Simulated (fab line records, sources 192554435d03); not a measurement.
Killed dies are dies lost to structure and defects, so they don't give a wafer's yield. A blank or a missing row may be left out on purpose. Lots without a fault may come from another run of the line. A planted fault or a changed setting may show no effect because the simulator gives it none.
Split-lot experiment | flow n5_finfet | 7 lots, 21 wafers read, on a route of 1938 steps

THE SPLIT
At N5_BEOL_M10_COAT_64 (time 60 s, resist thk 30 nm), the setting spin_rpm was moved away from the recipe's 1500 rpm on 4 of the 21 wafers read, by +7.6% to +10.8%. The other wafers ran this setting at the recipe's value.

FROM THE SPLIT TO THE READING: what the file shows between them, 5 steps
- N5_BEOL_M10_PEB_26: peb time 60 s (also split here: peb_time_s)
- N5_BEOL_M10_DEVELOP_27: develop time 30 s
- N5_BEOL_M10_CD_MEAS_28: target cd 70 nm
- N5_BEOL_M10_DESCUM_33: chemistry O2, time 7.9 s
- N5_BEOL_M10_ETCH_65: etches SiARC in CF4, target depth 39 nm, time 65 s

THE READING
SiARC_of_BEOL_M10_COAT_64.thk_nm (the simulator's own value, which no gauge read), in nm, at N5_BEOL_M10_ETCH_66 (etches SOC in N2/H2, target depth 120 nm, overetch 24 nm, time 180 s). The file gives no usual value for it. The 17 wafers here that ran the recipe average 22.6 nm, standard deviation 0.2 nm.

wafer  | tool, chamber at the split | spin_rpm as run, rpm | against the recipe | SiARC_of_BEOL_M10_COAT_64.thk_nm, nm | against lot-mates on the recipe
L076.2 | litho_track-02, 0          | 1500                 | recipe             | 22.8                                 | -
L076.3 | litho_track-02, 0          | 1500                 | recipe             | 22.6                                 | -
L076.6 | litho_track-02, 0          | 1500                 | recipe             | 22.6                                 | -
L084.1 | litho_track-01, 0          | 1662                 | +10.8%             | 21.4                                 | -1.6
L084.5 | litho_track-01, 0          | 1662                 | +10.8%             | 21.2                                 | -1.8
L084.6 | litho_track-01, 0          | 1500                 | recipe             | 23                                   | -
L088.1 | litho_track-05, 0          | 1614                 | +7.6%              | 22                                   | -0.6
L088.5 | litho_track-05, 0          | 1614                 | +7.6%              | 22                                   | -0.6
L088.4 | litho_track-05, 0          | 1500                 | recipe             | 22.6                                 | -
L089.2 | litho_track-05, 0          | 1500                 | recipe             | 22.6                                 | -
L089.5 | litho_track-05, 0          | 1500                 | recipe             | 22.6                                 | -
L089.6 | litho_track-05, 0          | 1500                 | recipe             | 22.6                                 | -
L090.3 | litho_track-01, 0          | 1500                 | recipe             | 22.8                                 | -
L090.6 | litho_track-01, 0          | 1500                 | recipe             | 22.8                                 | -
L090.5 | litho_track-01, 0          | 1500                 | recipe             | 22.6                                 | -
L093.2 | litho_track-01, 0          | 1500                 | recipe             | 22.2                                 | -
L093.4 | litho_track-01, 0          | 1500                 | recipe             | 22.2                                 | -
L093.5 | litho_track-01, 0          | 1500                 | recipe             | 22.8                                 | -
L094.2 | litho_track-02, 0          | 1500                 | recipe             | 22.4                                 | -
L094.4 | litho_track-02, 0          | 1500                 | recipe             | 22.6                                 | -
L094.6 | litho_track-02, 0          | 1500                 | recipe             | 22.8                                 | -

THE FIT
A straight line over all 21 wafers: SiARC_of_BEOL_M10_COAT_64.thk_nm changes by -0.11 nm for each +1% of spin_rpm; r = -0.89; the points scatter about the line by 0.21 nm.
The same after taking each lot's own level away (the mean of its wafers on the recipe; 21 wafers): -0.133 nm for each +1%; r = -0.92; scatter 0.21 nm.
On that fit, the largest move of spin_rpm shifts the reading by 1.4 nm.
The lots' own levels span 22.40 to 23.00 nm, that is 2.9 times the standard deviation above.
So the lot-to-lot level changes the slope: the two fits differ.
Check: with one of the wafers moved furthest among these (+10.8%) left out of the fit, the line predicts -1.33 nm for it against its lot-mates. It came out at -1.6 nm against them.

OTHER SPLITS ON THESE WAFERS
These wafers also went through other splits before the reading. Each is held against what the fit with the lots' levels taken away leaves over:
other split on the same wafers | wafers away from the commonest value | r with SiARC_of_BEOL_M10_COAT_64.thk_nm (lot level and that fit taken away)
N5_BEOL_M9_COAT_05 spin_rpm    | 5                                    | -0.10
N5_BEOL_M9_EXPOSE_08 dose_mj   | 7                                    | +0.21
N5_BEOL_M10_PEB_26 peb_time_s  | 8                                    | +0.30

THE WHOLE CHAIN: every reading that the file lists as answering this split, in the file's order
step                | what it does                                                         | reading                                                                             | change (the file's fit)               | r (the file's)
N5_BEOL_M10_COAT_64 | time 60 s, resist thk 30 nm                                          | SiARC_of_BEOL_M10_COAT_64.thk_nm (the simulator's own value, which no gauge read)   | -0.143 nm for each +1% of the setting | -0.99
N5_BEOL_M10_ETCH_65 | etches SiARC in CF4, target depth 39 nm, time 65 s                   | etch.depth_nm (the simulator's own value, which no gauge read)                      | -0.133 nm for each +1% of the setting | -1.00
N5_BEOL_M10_ETCH_65 | etches SiARC in CF4, target depth 39 nm, time 65 s                   | CAR-ArF_of_BEOL_M10_COAT_22.thk_nm (the simulator's own value, which no gauge read) | +0.136 nm for each +1% of the setting | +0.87
N5_BEOL_M10_ETCH_66 | etches SOC in N2/H2, target depth 120 nm, overetch 24 nm, time 180 s | SiARC_of_BEOL_M10_COAT_64.thk_nm (the simulator's own value, which no gauge read)   | -0.131 nm for each +1% of the setting | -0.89

THE FILE'S OWN FIT
SiARC_of_BEOL_M10_COAT_64.thk_nm changes by -0.131 nm for each +1% of spin_rpm, r = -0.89.
